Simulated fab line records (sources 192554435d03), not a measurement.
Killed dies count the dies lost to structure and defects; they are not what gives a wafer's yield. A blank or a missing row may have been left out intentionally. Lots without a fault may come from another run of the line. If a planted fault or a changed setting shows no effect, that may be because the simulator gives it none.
fab line records	flow n5Finfet
record lots=5	wafers=15	lastDay=17
route steps=1938 shown BEOL_M3@993
lots that met no fault: taken from a fault-free run of the same line
startH: start of the lot's first displayed wafer, in hours after the record's first day	waitH: hours since the lot's step before	" unchanged from the row above	L1.1+2: several wafers, shown together as one row	- value missing, or start not given	* or withheld: withheld	< > ~ a bound
route shown NAME@n: NAME is a module with steps in the file, n the number in the route of the first one	usual: the fault-free wafers' mean and standard deviation	same: alike in all rows	chamber/n: place in a boat	sites: readings site by site	_std_site: standard deviation across them	_edge_site: outer sites' mean less inner sites'	radiusMm: for every site, how far away it sits from the centre of the wafer	mask NAME#n: copy n	behind: tool/chamber where the wafer was last shaped	hold: what put the lot on hold/how long, in hours/how the hold closed	device: transistor that didn't switch, given as n, p or np	end of line: tests of these same wafers at the route's end	a step given without rows: its recipe and nothing more	killed: dies lost to structure and defects at the first sort, not the wafer's yield	map: a wafer's dies, x killed, . not, _ none there
set.NAME: the setting as run; set.NAME@STEP: as run at that earlier step	model.NAME: the simulator's own value behind a step, which no gauge read
lots at some steps of the route; a table a step, a row a wafer
services: a tool's chamber out of use, with start hour (startH, from the record's first day; less than 0 if before it), hours out, and reason
## steps
# step N5_BEOL_M3_CVD_47
# recipe material=Co	targetThkA=30	tempC=withheld	precursor=CCTBA/H2	pressureTorr=30	timeS=223.8
lot.wafer	tool	chamber	startH	waitH
L077.1+5+6	cvdCo-02	0,1,0	195.38	0.3
L083.4+5+6	cvdCo-02	2,0,1	228.66	0.2
L084.1+2+5	cvdCo-02	0,1,1	231.77	0.1
L089.1+4+6	cvdCo-02	1,2,1	261.30	0.0
L091.2+3+5	cvdCo-01	2,0,2	275.96	0.0
# step N5_BEOL_M3_SPUTTER_48
# recipe material=Cu	targetThkA=45	tempC=-20	chamberPressurePa=0.07	powerW=withheld	timeS=8.29
# usual susceptorTempC=-20.01/0.1	throttleValvePct=30.0/1.2
lot.wafer	tool	chamber	startH	waitH	susceptorTempC	throttleValvePct
L077.1	pvdSputter-02	-	195.62	0.2	-19.95	28.8
L077.5	"	-	"	"	-20.16	28.5
L077.6	"	-	"	"	-19.88	30.6
L083.4	pvdSputter-01	-	228.82	0.1	-19.85	30.6
L083.5	"	-	"	"	-20.08	31.8
L083.6	"	-	"	"	-20.15	30.5
L084.1	pvdSputter-01	-	231.94	0.1	-19.92	31.6
L084.2	"	-	"	"	-20.05	31.7
L084.5	"	-	"	"	-20.08	30.4
L089.1	pvdSputter-03	-	261.58	0.2	-20.05	30.4
L089.4	"	-	"	"	-19.87	28.2
L089.6	"	-	"	"	-19.99	28.0
L091.2	pvdSputter-01	-	276.20	0.2	-19.99	31.7
L091.3	"	-	"	"	-20.03	31.3
L091.5	"	-	"	"	-19.94	30.3
# step N5_BEOL_M3_ANNEAL_49
# recipe tempC=400	timeS=240	ambient=vacuum
# usual heaterPowerW=845/55	susceptorTempC=400.00/0.21	susceptor_temp_C_max=400.9/0.36
lot.wafer	tool	chamber	startH	waitH	heaterPowerW	susceptorTempC	susceptor_temp_C_max
L077.1	pvdSputter-02	-	195.70	0.0	822	400.28	400.9
L077.5	"	-	"	"	806	399.84	401.0
L077.6	"	-	"	"	929	400.04	400.9
L083.4	pvdSputter-01	-	228.90	0.0	812	400.32	401.7
L083.5	"	-	"	"	848	399.76	400.8
L083.6	"	-	"	"	794	400.37	401.5
L084.1	pvdSputter-01	-	232.02	0.0	841	399.87	400.6
L084.2	"	-	"	"	851	400.24	401.3
L084.5	"	-	"	"	799	400.12	401.3
L089.1	pvdSputter-03	-	261.66	0.0	777	400.23	401.3
L089.4	"	-	"	"	943	400.37	401.4
L089.6	"	-	"	"	920	400.34	401.2
L091.2	pvdSputter-01	-	276.28	0.0	846	399.80	400.9
L091.3	"	-	"	"	802	399.84	400.9
L091.5	"	-	"	"	792	400.12	401.3
# step N5_BEOL_M3_SPUTTER_79
# recipe material=Cu	targetThkA=45	tempC=-20	chamberPressurePa=0.07	powerW=withheld	timeS=8.29
# usual susceptorTempC=-19.98/0.11	throttleValvePct=30.0/1.2
lot.wafer	tool	chamber	startH	waitH	susceptorTempC	throttleValvePct
L077.1	pvdSputter-02	-	195.84	0.1	-20.12	28.6
L077.5	"	-	"	"	-20.13	28.3
L077.6	"	-	"	"	-20.00	30.3
L083.4	pvdSputter-01	-	229.04	0.1	-19.95	30.2
L083.5	"	-	"	"	-19.90	31.6
L083.6	"	-	"	"	-20.04	30.6
L084.1	pvdSputter-01	-	232.16	0.1	-19.91	31.6
L084.2	"	-	"	"	-20.07	31.7
L084.5	"	-	"	"	-19.89	30.4
L089.1	pvdSputter-03	-	261.80	0.1	-20.02	30.2
L089.4	"	-	"	"	-20.02	28.3
L089.6	"	-	"	"	-19.98	28.2
L091.2	pvdSputter-01	-	276.42	0.1	-19.94	31.6
L091.3	"	-	"	"	-20.14	31.6
L091.5	"	-	"	"	-20.02	30.3
# step N5_BEOL_M3_ANNEAL_80
# recipe tempC=400	timeS=240	ambient=vacuum
# usual heaterPowerW=843/55	susceptorTempC=400.02/0.22	susceptor_temp_C_max=401.0/0.34
lot.wafer	tool	chamber	startH	waitH	heaterPowerW	susceptorTempC	susceptor_temp_C_max
L077.1	pvdSputter-02	-	195.92	0.0	871	399.80	400.5
L077.5	"	-	"	"	811	400.18	401.2
L077.6	"	-	"	"	929	399.99	400.9
L083.4	pvdSputter-01	-	229.12	0.0	800	399.80	401.1
L083.5	"	-	"	"	871	399.84	401.1
L083.6	"	-	"	"	779	400.00	401.0
L084.1	pvdSputter-01	-	232.24	0.0	831	400.17	401.6
L084.2	"	-	"	"	859	399.79	400.8
L084.5	"	-	"	"	784	400.00	401.1
L089.1	pvdSputter-03	-	261.88	0.0	806	400.06	401.3
L089.4	"	-	"	"	919	399.88	400.6
L089.6	"	-	"	"	950	399.87	400.6
L091.2	pvdSputter-01	-	276.50	0.0	856	399.74	400.7
L091.3	"	-	"	"	808	399.67	400.4
L091.5	"	-	"	"	770	399.83	401.6
# step N5_BEOL_M3_SPUTTER_81
# recipe material=Cu	targetThkA=45	tempC=-20	chamberPressurePa=0.07	powerW=withheld	timeS=8.29
# usual susceptorTempC=-19.98/0.093	throttleValvePct=30.0/1.2
lot.wafer	tool	chamber	startH	waitH	susceptorTempC	throttleValvePct
L077.1	pvdSputter-02	-	196.06	0.1	-19.89	28.9
L077.5	"	-	"	"	-19.95	28.1
L077.6	"	-	"	"	-19.86	30.4
L083.4	pvdSputter-01	-	229.26	0.1	-19.99	30.6
L083.5	"	-	"	"	-19.93	31.7
L083.6	"	-	"	"	-20.15	30.6
L084.1	pvdSputter-01	-	232.38	0.1	-20.16	31.4
L084.2	"	-	"	"	-20.10	31.9
L084.5	"	-	"	"	-20.02	30.6
L089.1	pvdSputter-03	-	262.02	0.1	-20.04	30.4
L089.4	"	-	"	"	-19.88	28.4
L089.6	"	-	"	"	-20.05	28.3
L091.2	pvdSputter-01	-	276.64	0.1	-20.04	31.8
L091.3	"	-	"	"	-20.11	31.4
L091.5	"	-	"	"	-20.10	30.4
# step N5_BEOL_M3_ANNEAL_82
# recipe tempC=400	timeS=240	ambient=vacuum
# usual heaterPowerW=844/53	susceptorTempC=400.01/0.2	susceptor_temp_C_max=401.0/0.31
lot.wafer	tool	chamber	startH	waitH	heaterPowerW	susceptorTempC	susceptor_temp_C_max
L077.1	pvdSputter-02	-	196.14	0.0	820	400.05	400.6
L077.5	"	-	"	"	835	400.05	401.3
L077.6	"	-	"	"	927	400.19	401.0
L083.4	pvdSputter-01	-	229.34	0.0	771	399.94	401.1
L083.5	"	-	"	"	857	400.28	401.3
L083.6	"	-	"	"	788	400.00	401.1
L084.1	pvdSputter-01	-	232.46	0.0	865	400.20	401.5
L084.2	"	-	"	"	860	399.91	400.9
L084.5	"	-	"	"	789	400.23	401.0
L089.1	pvdSputter-03	-	262.10	0.0	806	400.04	401.3
L089.4	"	-	"	"	926	399.42	400.3
L089.6	"	-	"	"	923	399.78	400.4
L091.2	pvdSputter-01	-	276.72	0.0	855	399.88	401.3
L091.3	"	-	"	"	819	400.05	400.9
L091.5	"	-	"	"	809	399.73	400.7
# step N5_BEOL_M3_SPUTTER_86
# recipe material=Cu	targetThkA=45	tempC=-20	chamberPressurePa=0.07	powerW=withheld	timeS=8.29
# usual susceptorTempC=-20.00/0.11	throttleValvePct=30.0/1.1
lot.wafer	tool	chamber	startH	waitH	susceptorTempC	throttleValvePct
L077.1	pvdSputter-02	-	196.28	0.1	-19.77	28.9
L077.5	"	-	"	"	-19.94	28.2
L077.6	"	-	"	"	-20.15	30.3
L083.4	pvdSputter-01	-	229.48	0.1	-19.81	30.6
L083.5	"	-	"	"	-20.00	31.3
L083.6	"	-	"	"	-19.83	30.3
L084.1	pvdSputter-01	-	232.60	0.1	-19.93	31.5
L084.2	"	-	"	"	-19.86	32.0
L084.5	"	-	"	"	-19.87	30.6
L089.1	pvdSputter-03	-	262.24	0.1	-20.10	30.5
L089.4	"	-	"	"	-20.07	28.2
L089.6	"	-	"	"	-19.93	28.2
L091.2	pvdSputter-01	-	276.86	0.1	-19.89	31.4
L091.3	"	-	"	"	-20.13	31.1
L091.5	"	-	"	"	-20.21	30.5
# step N5_BEOL_M3_ANNEAL_87
# recipe tempC=400	timeS=240	ambient=vacuum
# usual heaterPowerW=845/55	susceptorTempC=399.99/0.23	susceptor_temp_C_max=400.9/0.34
lot.wafer	tool	chamber	startH	waitH	heaterPowerW	susceptorTempC	susceptor_temp_C_max
L077.1	pvdSputter-02	-	196.36	0.0	819	399.97	400.7
L077.5	"	-	"	"	818	400.15	401.4
L077.6	"	-	"	"	923	399.88	400.6
L083.4	pvdSputter-01	-	229.56	0.0	787	399.93	401.1
L083.5	"	-	"	"	864	399.86	401.4
L083.6	"	-	"	"	783	399.81	400.7
L084.1	pvdSputter-01	-	232.68	0.0	847	399.62	400.6
L084.2	"	-	"	"	854	400.03	401.1
L084.5	"	-	"	"	781	400.47	402.1
L089.1	pvdSputter-03	-	262.32	0.0	794	399.50	400.3
L089.4	"	-	"	"	917	400.05	400.7
L089.6	"	-	"	"	899	399.99	401.0
L091.2	pvdSputter-01	-	276.94	0.0	883	399.84	401.0
L091.3	"	-	"	"	819	400.18	401.0
L091.5	"	-	"	"	805	400.16	401.3
# step N5_BEOL_M3_SPUTTER_88
# recipe material=Cu	targetThkA=45	tempC=-20	chamberPressurePa=0.07	powerW=withheld	timeS=8.29
# usual susceptorTempC=-20.00/0.098	throttleValvePct=30.0/1.2
lot.wafer	tool	chamber	startH	waitH	susceptorTempC	throttleValvePct
L077.1	pvdSputter-02	-	196.50	0.1	-19.92	28.6
L077.5	"	-	"	"	-20.04	28.2
L077.6	"	-	"	"	-19.96	30.3
L083.4	pvdSputter-01	-	229.70	0.1	-19.89	30.3
L083.5	"	-	"	"	-20.03	31.5
L083.6	"	-	"	"	-19.95	30.6
L084.1	pvdSputter-01	-	232.82	0.1	-19.99	31.5
L084.2	"	-	"	"	-20.00	31.4
L084.5	"	-	"	"	-20.01	30.5
L089.1	pvdSputter-03	-	262.46	0.1	-20.02	30.3
L089.4	"	-	"	"	-20.11	28.1
L089.6	"	-	"	"	-20.16	28.4
L091.2	pvdSputter-01	-	277.08	0.1	-20.02	31.5
L091.3	"	-	"	"	-19.91	31.4
L091.5	"	-	"	"	-19.90	30.4
# step N5_BEOL_M3_ANNEAL_89
# recipe tempC=400	timeS=240	ambient=vacuum
# usual heaterPowerW=845/51	susceptorTempC=400.02/0.23	susceptor_temp_C_max=401.0/0.34
lot.wafer	tool	chamber	startH	waitH	heaterPowerW	susceptorTempC	susceptor_temp_C_max
L077.1	pvdSputter-02	-	196.58	0.0	862	400.31	401.0
L077.5	"	-	"	"	826	400.29	401.4
L077.6	"	-	"	"	914	399.86	400.8
L083.4	pvdSputter-01	-	229.78	0.0	794	399.92	401.2
L083.5	"	-	"	"	848	399.97	400.9
L083.6	"	-	"	"	809	399.81	400.8
L084.1	pvdSputter-01	-	232.90	0.0	845	399.84	400.8
L084.2	"	-	"	"	852	399.64	400.4
L084.5	"	-	"	"	813	400.03	401.3
L089.1	pvdSputter-03	-	262.54	0.0	806	400.07	401.3
L089.4	"	-	"	"	912	400.20	401.0
L089.6	"	-	"	"	918	400.21	400.9
L091.2	pvdSputter-01	-	277.16	0.0	842	400.17	401.1
L091.3	"	-	"	"	823	399.71	400.8
L091.5	"	-	"	"	804	399.71	400.8
# step N5_BEOL_M3_SPUTTER_90
# recipe material=Cu	targetThkA=45	tempC=-20	chamberPressurePa=0.07	powerW=withheld	timeS=8.29
# usual susceptorTempC=-20.02/0.11	throttleValvePct=30.0/1.2
lot.wafer	tool	chamber	startH	waitH	susceptorTempC	throttleValvePct
L077.1	pvdSputter-02	-	196.72	0.1	-19.91	29.1
L077.5	"	-	"	"	-20.16	28.4
L077.6	"	-	"	"	-19.81	30.4
L083.4	pvdSputter-01	-	229.92	0.1	-19.90	30.5
L083.5	"	-	"	"	-20.00	31.4
L083.6	"	-	"	"	-20.09	30.8
L084.1	pvdSputter-01	-	233.04	0.1	-20.05	31.4
L084.2	"	-	"	"	-19.93	31.6
L084.5	"	-	"	"	-19.96	30.4
L089.1	pvdSputter-03	-	262.68	0.1	-19.91	30.4
L089.4	"	-	"	"	-20.01	28.5
L089.6	"	-	"	"	-20.21	28.2
L091.2	pvdSputter-01	-	277.30	0.1	-20.02	31.6
L091.3	"	-	"	"	-20.17	31.6
L091.5	"	-	"	"	-19.99	30.5
# step N5_BEOL_M3_ANNEAL_91
# recipe tempC=400	timeS=240	ambient=vacuum
# usual heaterPowerW=843/54	susceptorTempC=399.97/0.21	susceptor_temp_C_max=400.9/0.34
lot.wafer	tool	chamber	startH	waitH	heaterPowerW	susceptorTempC	susceptor_temp_C_max
L077.1	pvdSputter-02	-	196.80	0.0	828	399.90	400.6
L077.5	"	-	"	"	821	400.11	401.0
L077.6	"	-	"	"	944	400.22	401.2
L083.4	pvdSputter-01	-	230.00	0.0	813	399.87	400.9
L083.5	"	-	"	"	864	400.04	401.1
L083.6	"	-	"	"	798	399.62	400.8
L084.1	pvdSputter-01	-	233.12	0.0	869	400.20	401.4
L084.2	"	-	"	"	860	400.10	401.1
L084.5	"	-	"	"	802	399.80	400.8
L089.1	pvdSputter-03	-	262.76	0.0	816	399.96	400.8
L089.4	"	-	"	"	926	400.01	400.7
L089.6	"	-	"	"	924	399.87	400.7
L091.2	pvdSputter-01	-	277.38	0.0	839	399.91	400.9
L091.3	"	-	"	"	805	399.81	400.8
L091.5	"	-	"	"	799	399.99	401.4
# step N5_BEOL_M3_SPUTTER_92
# recipe material=Cu	targetThkA=45	tempC=-20	chamberPressurePa=0.07	powerW=withheld	timeS=8.29
# usual susceptorTempC=-19.99/0.11	throttleValvePct=30.0/1.2
lot.wafer	tool	chamber	startH	waitH	susceptorTempC	throttleValvePct
L077.1	pvdSputter-02	-	196.94	0.1	-19.97	29.2
L077.5	"	-	"	"	-19.96	28.3
L077.6	"	-	"	"	-20.03	30.2
L083.4	pvdSputter-01	-	230.14	0.1	-20.20	30.4
L083.5	"	-	"	"	-19.81	31.7
L083.6	"	-	"	"	-19.98	30.3
L084.1	pvdSputter-01	-	233.26	0.1	-19.90	31.7
L084.2	"	-	"	"	-20.06	31.7
L084.5	"	-	"	"	-19.95	30.3
L089.1	pvdSputter-03	-	262.90	0.1	-19.87	30.3
L089.4	"	-	"	"	-20.11	28.0
L089.6	"	-	"	"	-20.05	28.4
L091.2	pvdSputter-01	-	277.52	0.1	-19.93	31.7
L091.3	"	-	"	"	-19.88	31.5
L091.5	"	-	"	"	-20.04	30.7
# step N5_BEOL_M3_ANNEAL_93
# recipe tempC=400	timeS=240	ambient=vacuum
# usual heaterPowerW=843/55	susceptorTempC=400.02/0.21	susceptor_temp_C_max=401.0/0.34
lot.wafer	tool	chamber	startH	waitH	heaterPowerW	susceptorTempC	susceptor_temp_C_max
L077.1	pvdSputter-02	-	197.02	0.0	843	400.46	401.1
L077.5	"	-	"	"	835	399.90	400.8
L077.6	"	-	"	"	913	399.87	400.7
L083.4	pvdSputter-01	-	230.22	0.0	797	399.69	400.8
L083.5	"	-	"	"	854	400.08	400.9
L083.6	"	-	"	"	789	399.92	400.9
L084.1	pvdSputter-01	-	233.34	0.0	839	399.94	401.4
L084.2	"	-	"	"	844	400.12	401.4
L084.5	"	-	"	"	797	400.34	401.4
L089.1	pvdSputter-03	-	262.98	0.0	777	400.19	401.5
L089.4	"	-	"	"	882	399.51	400.2
L089.6	"	-	"	"	905	400.15	400.9
L091.2	pvdSputter-01	-	277.60	0.0	861	399.97	401.2
L091.3	"	-	"	"	832	400.03	400.7
L091.5	"	-	"	"	805	399.51	400.7
# step N5_BEOL_M3_SPUTTER_94
# recipe material=Cu	targetThkA=45	tempC=-20	chamberPressurePa=0.07	powerW=withheld	timeS=8.29
# usual susceptorTempC=-20.00/0.11	throttleValvePct=30.0/1.2
lot.wafer	tool	chamber	startH	waitH	susceptorTempC	throttleValvePct
L077.1	pvdSputter-02	-	197.16	0.1	-20.04	28.9
L077.5	"	-	"	"	-20.17	28.0
L077.6	"	-	"	"	-19.89	30.4
L083.4	pvdSputter-01	-	230.36	0.1	-20.16	30.5
L083.5	"	-	"	"	-19.98	31.7
L083.6	"	-	"	"	-20.11	30.3
L084.1	pvdSputter-01	-	233.48	0.1	-20.14	31.8
L084.2	"	-	"	"	-19.91	31.6
L084.5	"	-	"	"	-20.03	30.7
L089.1	pvdSputter-03	-	263.12	0.1	-20.08	30.1
L089.4	"	-	"	"	-20.17	28.6
L089.6	"	-	"	"	-20.14	28.3
L091.2	pvdSputter-01	-	277.74	0.1	-19.99	31.6
L091.3	"	-	"	"	-19.90	31.3
L091.5	"	-	"	"	-20.05	30.7
# step N5_BEOL_M3_ANNEAL_95
# recipe tempC=400	timeS=240	ambient=vacuum
# usual heaterPowerW=844/54	susceptorTempC=399.99/0.21	susceptor_temp_C_max=400.9/0.33
lot.wafer	tool	chamber	startH	waitH	heaterPowerW	susceptorTempC	susceptor_temp_C_max
L077.1	pvdSputter-02	-	197.24	0.0	861	399.89	400.5
L077.5	"	-	"	"	818	399.91	401.0
L077.6	"	-	"	"	936	400.31	401.4
L083.4	pvdSputter-01	-	230.44	0.0	781	399.82	401.2
L083.5	"	-	"	"	858	400.10	401.4
L083.6	"	-	"	"	799	400.20	401.4
L084.1	pvdSputter-01	-	233.56	0.0	853	400.16	401.1
L084.2	"	-	"	"	855	400.15	401.3
L084.5	"	-	"	"	800	400.35	401.5
L089.1	pvdSputter-03	-	263.20	0.0	797	399.97	401.2
L089.4	"	-	"	"	931	400.06	400.7
L089.6	"	-	"	"	895	399.93	400.6
L091.2	pvdSputter-01	-	277.82	0.0	824	399.70	401.0
L091.3	"	-	"	"	830	399.77	400.6
L091.5	"	-	"	"	786	399.96	401.2
# step N5_BEOL_M3_SPUTTER_96
# recipe material=Cu	targetThkA=45	tempC=-20	chamberPressurePa=0.07	powerW=withheld	timeS=8.29
# usual susceptorTempC=-20.01/0.11	throttleValvePct=30.0/1.2
lot.wafer	tool	chamber	startH	waitH	susceptorTempC	throttleValvePct
L077.1	pvdSputter-02	-	197.38	0.1	-19.79	28.8
L077.5	"	-	"	"	-19.99	28.3
L077.6	"	-	"	"	-20.02	30.3
L083.4	pvdSputter-01	-	230.58	0.1	-20.03	30.8
L083.5	"	-	"	"	-20.23	31.6
L083.6	"	-	"	"	-20.07	30.4
L084.1	pvdSputter-01	-	233.70	0.1	-19.93	31.6
L084.2	"	-	"	"	-19.96	31.7
L084.5	"	-	"	"	-19.84	30.4
L089.1	pvdSputter-03	-	263.34	0.1	-20.13	30.3
L089.4	"	-	"	"	-19.88	28.3
L089.6	"	-	"	"	-20.17	28.4
L091.2	pvdSputter-01	-	277.96	0.1	-19.98	31.6
L091.3	"	-	"	"	-19.89	31.7
L091.5	"	-	"	"	-19.90	30.5
# step N5_BEOL_M3_ECD_50
# recipe material=Cu	targetThkA=3000
lot.wafer	tool	chamber	startH	waitH
L077.1+5+6	ecdCu-01	1,0,1	197.49	0.1
L083.4+5+6	ecdCu-01	0,1,0	230.71	0.1
L084.1+2+5	ecdCu-01	1,0,1	233.82	0.1
L089.1+4+6	ecdCu-02	0,0,1	263.46	0.1
L091.2+3+5	ecdCu-01	0,1,1	278.07	0.1
# step N5_BEOL_M3_ANNEAL_51
# recipe tempC=225	timeS=90	ambient=N2
# usual wafer_temp_C_max=226.1/0.31
lot.wafer	tool	chamber	startH	waitH	wafer_temp_C_max
L077.1	rtpAnneal-01	0	197.57	0.1	226.1
L077.5	"	0	"	"	226.0
L077.6	"	0	"	"	226.0
L083.4	rtpAnneal-01	0	230.91	0.2	225.9
L083.5	"	0	"	"	225.7
L083.6	"	0	"	"	226.2
L084.1	rtpAnneal-01	0	233.90	0.1	225.9
L084.2	"	0	"	"	226.2
L084.5	"	0	"	"	226.0
L089.1	rtpAnneal-02	0	263.68	0.2	226.5
L089.4	"	0	"	"	225.9
L089.6	"	0	"	"	225.8
L091.2	rtpAnneal-02	0	278.20	0.1	226.7
L091.3	"	0	"	"	226.1
L091.5	"	0	"	"	226.4
# step N5_BEOL_M3_CMP_52
# recipe stopOn=SiOC	tOverpolishS=6.8	downForcePsi=1	platenRpm=50	clearingPlatenDownForcePsi=1.5	clearingPlatenRpm=50	postCmpClean=cuAlkaline	targetThkNm=40	clearingPlatenPadVelocityMS=0.99484	padVelocityMS=0.99484
# usual barrierFieldEndpointS=24.4/0.62	edgeZonePressureFrac=1.000/0.0051	motorCurrentA=6.0/0.68	overpolishRunS=6.800/0.0085	timeToEndpointS=60/3.3
# same tOverpolishS=6.8
lot.wafer	tool	chamber	startH	waitH	barrierFieldEndpointS	edgeZonePressureFrac	motorCurrentA	overpolishRunS	timeToEndpointS
L077.1	cmp-04	3	197.95	0.3	23.5	1.000	6.0	6.805	56
L077.5	"	1	"	"	23.5	1.002	6.3	6.798	56
L077.6	"	2	"	"	23.7	1.001	6.2	6.799	58
L083.4	cmp-04	3	231.11	0.2	25.2	1.000	5.9	6.788	62
L083.6	"	2	"	"	25.3	0.999	6.4	6.818	62
L083.5	"	3	"	"	25.3	1.002	6.0	6.795	60
L084.1	cmp-01	3	234.19	0.3	24.6	1.004	7.2	6.793	60
L084.2	"	2	"	"	25.2	1.004	6.2	6.805	64
L084.5	"	0	"	"	24.4	1.008	5.3	6.811	57
L089.4	cmp-01	0	263.98	0.1	24.8	1.002	5.5	6.800	54
L089.1	"	3	"	"	24.5	0.992	7.3	6.800	61
L089.6	"	0	"	"	23.6	0.998	5.1	6.785	55
L091.3	cmp-04	3	278.45	0.2	24.3	1.010	5.9	6.807	60
L091.2	"	0	"	"	23.5	0.992	7.0	6.785	55
L091.5	"	0	"	"	24.0	0.995	7.1	6.792	58
# step N5_BEOL_M3_THK_MEAS_53
# recipe thkMeasGauge=xrf	reads=Cu_of_BEOL_M3_ECD_50
# usual M3_THK=39.6/1.5
lot.wafer	tool	chamber	startH	waitH	M3_THK[nm]
L077.1	filmMetro-02	-	198.16	-	37.7
L077.5	"	-	"	"	38.9
L077.6	"	-	"	"	40.6
L083.4	filmMetro-01	-	231.37	-	42.1
L083.5	"	-	"	"	42.0
L083.6	"	-	"	"	41.1
L084.1	filmMetro-01	-	234.49	-	39.0
L084.2	"	-	"	"	40.5
L084.5	"	-	"	"	38.8
L089.1	filmMetro-01	-	264.28	-	39.8
L089.4	"	-	"	"	39.3
L089.6	"	-	"	"	38.4
L091.2	filmMetro-01	-	278.75	-	37.8
L091.3	"	-	"	"	39.2
L091.5	"	-	"	"	38.9
# step N5_BEOL_M3_PRE_CLEAN_60
# recipe gas=NH3/H2	timeS=15	tempC=*	rfPowerW=300
# usual heaterPowerOuterW=30/13	heaterPowerW=98/19	susceptorTempC=*
lot.wafer	tool	chamber	startH	waitH	heaterPowerOuterW	heaterPowerW	susceptorTempC
L077.1	cvdCo-01	0	198.20	0.0	38	114	*
L077.5	"	0	"	"	39	114	*
L077.6	"	2	"	"	19	79	*
L083.4	cvdCo-02	0	231.42	0.1	22	101	*
L083.5	"	2	"	"	21	81	*
L083.6	"	1	"	"	12	76	*
L084.1	cvdCo-01	0	234.53	0.0	39	114	*
L084.2	"	2	"	"	20	78	*
L084.5	"	0	"	"	40	112	*
L089.1	cvdCo-01	1	264.41	0.1	49	121	*
L089.4	"	2	"	"	20	80	*
L089.6	"	0	"	"	40	112	*
L091.2	cvdCo-01	0	278.78	0.0	39	113	*
L091.3	"	2	"	"	21	79	*
L091.5	"	1	"	"	49	119	*
# step N5_BEOL_M3_CO_CAP_55
# recipe material=Co	targetThkA=20	tempC=200	precursor=CCTBA/H2	pressureTorr=30	timeS=102.1
# usual heaterPowerOuterW=135/17	heaterPowerW=252/24	susceptorTempC=200.00/0.15
lot.wafer	tool	chamber	startH	waitH	heaterPowerOuterW	heaterPowerW	susceptorTempC
L077.1	cvdCo-01	0	198.24	0.0	145	276	199.94
L077.5	"	0	"	"	146	268	199.95
L077.6	"	2	"	"	118	230	199.90
L083.4	cvdCo-02	0	231.48	0.0	126	268	200.03
L083.5	"	2	"	"	122	227	199.83
L083.6	"	1	"	"	116	223	200.14
L084.1	cvdCo-01	0	234.57	0.0	144	272	200.09
L084.2	"	2	"	"	121	223	200.10
L084.5	"	0	"	"	145	265	199.94
L089.1	cvdCo-01	1	264.45	0.0	163	279	200.08
L089.4	"	2	"	"	122	229	199.75
L089.6	"	0	"	"	148	278	199.90
L091.2	cvdCo-01	0	278.82	0.0	146	275	199.91
L091.3	"	2	"	"	122	224	199.96
L091.5	"	1	"	"	158	287	200.07
# step N5_BEOL_M3_PRE_CLEAN_56
# recipe gas=NH3	timeS=15	tempC=withheld	rfPowerW=300
lot.wafer	tool	chamber	startH	waitH
L077.1+5+6	pecvd-02	1,2,1	198.33	0.1
L083.4+5+6	pecvd-02	0,1,0	231.55	0.0
L084.1+2+5	pecvd-02	0,1,1	234.66	0.1
L089.1+4+6	pecvd-01	1,2,0	264.54	0.1
L091.2+3+5	pecvd-01	1,2,0	278.92	0.1
# step N5_BEOL_M3_DEP_57
# recipe material=SiCN	targetThkA=80	tempC=withheld	precursor=3MS/NH3	pressureTorr=3	rfW=202	timeS=14
# usual showerheadPlenumPTorr=3.669/0.018	throttleValvePct=9.1/0.68
lot.wafer	tool	chamber	startH	waitH	showerheadPlenumPTorr	throttleValvePct
L077.1	pecvd-02	1	198.37	0.0	3.668	9.4
L077.5	"	2	"	"	3.644	10.1
L077.6	"	1	"	"	3.677	9.4
L083.4	pecvd-02	0	231.59	0.0	3.647	8.4
L083.5	"	1	"	"	3.673	9.3
L083.6	"	0	"	"	3.630	8.5
L084.1	pecvd-02	0	234.69	0.0	3.641	8.4
L084.2	"	1	"	"	3.672	9.2
L084.5	"	1	"	"	3.675	9.2
L089.1	pecvd-01	1	264.57	0.0	3.681	9.4
L089.4	"	2	"	"	3.664	8.5
L089.6	"	0	"	"	3.694	8.6
L091.2	pecvd-01	1	278.95	0.0	3.683	9.3
L091.3	"	2	"	"	3.654	8.8
L091.5	"	0	"	"	3.678	8.6
# step N5_BEOL_M3_RS_MEAS_58
# recipe thkMeasGauge=four-point-probe	reads=Co_of_BEOL_M3_CO_CAP_55+Cu_of_BEOL_M3_ECD_50+Co_of_BEOL_M3_CVD_47+TaN_of_BEOL_M3_ALD_84
# usual M3_RS=0.68/0.033
lot.wafer	tool	chamber	startH	waitH	M3_RS[ohm/sq]
L077.1	filmMetro-01	-	198.45	0.1	0.72
L077.5	"	-	"	"	0.69
L077.6	"	-	"	"	0.65
L083.4	filmMetro-02	-	231.66	0.1	0.64
L083.5	"	-	"	"	0.63
L083.6	"	-	"	"	0.66
L084.1	filmMetro-02	-	234.78	0.1	0.69
L084.2	"	-	"	"	0.66
L084.5	"	-	"	"	0.69
L089.1	filmMetro-01	-	264.65	0.1	0.67
L089.4	"	-	"	"	0.68
L089.6	"	-	"	"	0.71
L091.2	filmMetro-01	-	279.02	0.1	0.71
L091.3	"	-	"	"	0.68
L091.5	"	-	"	"	0.68
# step N5_BEOL_M3_INSPECT_59
# recipe inspectInstrument=darkfield	mode=postDep
# usual rawDefectCount=73/19
lot.wafer	tool	chamber	startH	waitH	rawDefectCount
L077.1	defectInspect-01	-	198.48	0.0	94
L077.5	"	-	"	"	74
L077.6	"	-	"	"	56
L083.4	defectInspect-02	-	231.68	0.0	79
L083.5	"	-	"	"	116
L083.6	"	-	"	"	99
L084.1	defectInspect-01	-	234.80	0.0	61
L084.2	"	-	"	"	95
L084.5	"	-	"	"	68
L089.1	defectInspect-01	-	264.68	0.0	62
L089.4	"	-	"	"	76
L089.6	"	-	"	"	67
L091.2	defectInspect-01	-	279.04	0.0	76
L091.3	"	-	"	"	51
L091.5	"	-	"	"	69
## services
tool	chamber	startH	hours	kind
pvdSputter-02	-	183.42	2.3	repair
pecvd-01	-	188.11	1.8	repair
pecvd-02	0	192.78	19.7	repair
pecvd-01	0	206.51	20.5	repair
cmp-04	-	209.07	7.8	pm
pecvd-02	2	212.45	-	clean
pecvd-02	2	212.45	-	consumableReplace:showerhead
pecvd-02	2	212.45	29.0	scheduledDown
pecvd-02	2	212.45	29.0	ventCycle
pecvd-01	2	217.49	2.1	scheduledDown
cmp-04	-	223.01	2.0	repair
ecdCu-02	-	228.57	15.5	repair
cmp-04	-	247.92	6.8	repair
cmp-04	-	255.67	2.2	repair
cmp-01	-	268.06	1.7	repair
cmp-01	-	271.17	4.0	pm
## key
fault none
